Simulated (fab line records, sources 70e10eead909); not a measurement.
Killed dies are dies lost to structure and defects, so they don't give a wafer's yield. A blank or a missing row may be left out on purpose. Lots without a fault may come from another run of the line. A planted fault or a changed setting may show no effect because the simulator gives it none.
Chamber matching | flow nand_harc | NHARC_A_CONTACT_DEP_24 on pecvd-02: 3 sister chambers
The step deposits SiO2, target thk 500 nm. 20 wafers are shown with their chamber, then 10 later ones without.

WAFERS WITH THEIR CHAMBER
wafer  | chamber | throttle_valve_pct (%) | heater_power_w (W)
L077.2 | 1       | 16.2                   | 559
L077.3 | 2       | 15.6                   | 534
L077.5 | 1       | 16.2                   | 575
L075.2 | 2       | 15.7                   | 428
L075.4 | 1       | 16.6                   | 448
L075.5 | 0       | 16.3                   | 461
L080.3 | 2       | 15.7                   | 461
L080.5 | 1       | 16.4                   | 464
L080.6 | 0       | 16.4                   | 448
L083.2 | 2       | 15.8                   | 431
L083.4 | 2       | 15.8                   | 464
L083.6 | 0       | 16.3                   | 488
L087.2 | 1       | 15.8                   | 451
L087.5 | 0       | 15.9                   | 453
L087.6 | 1       | 15.7                   | 483
L088.1 | 2       | 15.5                   | 444
L088.4 | 2       | 15.6                   | 461
L088.5 | 1       | 15.8                   | 384
L092.1 | 1       | 15.6                   | 408
L092.3 | 0       | 16.1                   | 537

SIGNATURES (means of the wafers above)
reading            | chamber 0 | chamber 1 | chamber 2 | scatter within a chamber
throttle_valve_pct | 16.200    | 16.038    | 15.671    | 0.26
heater_power_w     | 477.40    | 471.50    | 460.43    | 51
Rule: a wafer's distance from a chamber is the root of the sum, over the readings, of the square of ((its reading less the chamber's mean) divided by the reading's scatter). The wafer belongs to the nearest chamber; if the next one is less than 2 further off, it can't be placed. The scatter: the root of (the sum of the squares of (reading less its chamber's mean) over the shown wafers, divided by (wafers less chambers)).

WAFERS WITHOUT THEIR CHAMBER
wafer  | throttle_valve_pct (%) | heater_power_w (W)
L092.6 | 15.5                   | 513
L093.3 | 15.7                   | 492
L093.4 | 16.5                   | 535
L093.5 | 15.9                   | 506
L094.1 | 16.0                   | 529
L094.2 | 15.9                   | 510
L094.5 | 16.3                   | 553
L097.3 | 16.0                   | 484
L097.4 | 16.1                   | 518
L097.6 | 16.3                   | 412

WHICH CHAMBER EACH WENT THROUGH
wafer  | from the rows above          | in truth
L092.6 | can't be placed: 2 or 1 or 0 | 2
L093.3 | can't be placed: 2 or 1 or 0 | 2
L093.4 | can't be placed: 0 or 1 or 2 | 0
L093.5 | can't be placed: 1 or 2 or 0 | 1
L094.1 | can't be placed: 1 or 0 or 2 | 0
L094.2 | can't be placed: 1 or 2 or 0 | 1
L094.5 | can't be placed: 0 or 1 or 2 | 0
L097.3 | can't be placed: 1 or 0 or 2 | 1
L097.4 | can't be placed: 0 or 1 or 2 | 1
L097.6 | can't be placed: 0 or 1 or 2 | 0
Placed correctly: 0 of 10. Can't be placed from these rows: 10 (the true chamber is among the candidates in 10). Placed wrongly: 0.
